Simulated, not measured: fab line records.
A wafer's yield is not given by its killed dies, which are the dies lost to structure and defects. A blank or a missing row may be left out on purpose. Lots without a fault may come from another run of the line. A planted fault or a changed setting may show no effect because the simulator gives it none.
Matching of chambers | flow n5-finfet | N5_FIN_SAQP_ETCH_64 on rie-si-06: 4 sister chambers
The step etches SiO2 in CF4, target depth 1.5 nm. 8 wafers are shown with their chamber, then 9 later ones without.

EACH WAFER AND ITS CHAMBER
wafer  | chamber | drypump-motor-current-A (A) | throttle-valve-pct (%)
L075.6 | 1       | 5.8                         | 22.19
L079.2 | 2       | 5.5                         | 21.74
L079.3 | 1       | 5.9                         | 22.19
L081.1 | 2       | 5.5                         | 21.77
L086.5 | 3       | 5.8                         | 21.79
L088.1 | 0       | 5.2                         | 21.50
L088.5 | 3       | 5.8                         | 21.79
L088.6 | 0       | 5.2                         | 21.48

WAFERS WHOSE CHAMBER IS MISSING
wafer  | drypump-motor-current-A (A) | throttle-valve-pct (%)
L089.2 | 5.2                         | 21.52
L089.5 | 5.2                         | 21.48
L089.6 | 5.8                         | 22.17
L091.1 | 5.8                         | 22.19
L091.2 | 5.2                         | 21.48
L091.3 | 5.8                         | 21.76
L096.1 | 5.2                         | 21.50
L096.2 | 5.9                         | 22.19
L096.4 | 5.5                         | 21.75

CHAMBER TAKEN BY EACH
wafer  | from the rows above | in truth
L089.2 | 0                   | 0
L089.5 | 0                   | 0
L089.6 | 1                   | 1
L091.1 | 1                   | 1
L091.2 | 0                   | 0
L091.3 | 3                   | 3
L096.1 | 0                   | 0
L096.2 | 1                   | 1
L096.4 | 2                   | 2
Placed correctly: 9 of 9. Number that these rows cannot place: 0. Placed wrongly: 0.
How it was worked out, from the rows above alone: a wafer's distance from a chamber is the root of the sum, over the readings, of the square of ((its reading less the chamber's mean) divided by the reading's scatter). The wafer belongs to the nearest chamber; if the next one is less than 2 further off, it can't be placed. A chamber's mean is the mean of its shown wafers. The scatter: take each reading less its chamber's mean, square it, sum over the shown wafers, divide by the number of wafers less the number of chambers, and take the root.
